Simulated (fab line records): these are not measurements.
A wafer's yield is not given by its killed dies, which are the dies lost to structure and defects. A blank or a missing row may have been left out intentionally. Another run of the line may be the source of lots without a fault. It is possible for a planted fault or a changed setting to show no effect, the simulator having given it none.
Matching of chambers	flow n5_finfet	N5_BEOL_M8_CMP_52 on cmp-01 has 4 sister chambers
The step polishes, stops on SiCOH lowk, t overpolish 6.9 s, target thk 80 nm. 8 wafers are shown with their chamber, then 8 later ones without.

## EACH WAFER AND ITS CHAMBER
wafer	chamber	motor_current_A (A)	time_to_endpoint_s (s)
L081.5	3	5.73	61
L085.2	3	5.29	64
L085.3	0	6.04	70
L085.6	2	5.96	69
L086.2	0	5.98	63
L086.3	1	6.44	63
L086.6	1	6.00	60
L087.2	2	5.85	67

## WAFERS WHOSE CHAMBER IS MISSING
wafer	motor_current_A (A)	time_to_endpoint_s (s)
L087.4	6.54	62
L087.6	6.43	68
L090.2	6.09	67
L090.4	6.02	61
L090.6	5.93	62
L093.4	5.92	65
L093.5	5.28	61
L093.6	5.99	65

## CHAMBER TAKEN BY EACH
wafer	from the rows above	in truth
L087.4	can't be placed: 1 or 0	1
L087.6	can't be placed: 0 or 2 or 1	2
L090.2	can't be placed: 0 or 2 or 1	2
L090.4	can't be placed: 1 or 0 or 3 or 2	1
L090.6	can't be placed: 1 or 0 or 3 or 2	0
L093.4	can't be placed: 0 or 2 or 1 or 3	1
L093.5	3	3
L093.6	can't be placed: 0 or 2 or 1 or 3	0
Correct placement for 1 of the 8. Unplaceable from these rows: 7, with the true chamber sitting among the candidates in 7. Wrongly placed: 0.
How it was worked out, from the rows above alone: a wafer's distance from a chamber is the root of the sum, over the readings, of the square of ((its reading less the chamber's mean) divided by the reading's scatter). The wafer belongs to the nearest chamber; if the next one is less than 2 further off, it can't be placed. Each chamber's mean is taken over the wafers shown for it. The scatter: the root of (the sum of the squares of (reading less its chamber's mean) over the shown wafers, divided by (wafers less chambers)).
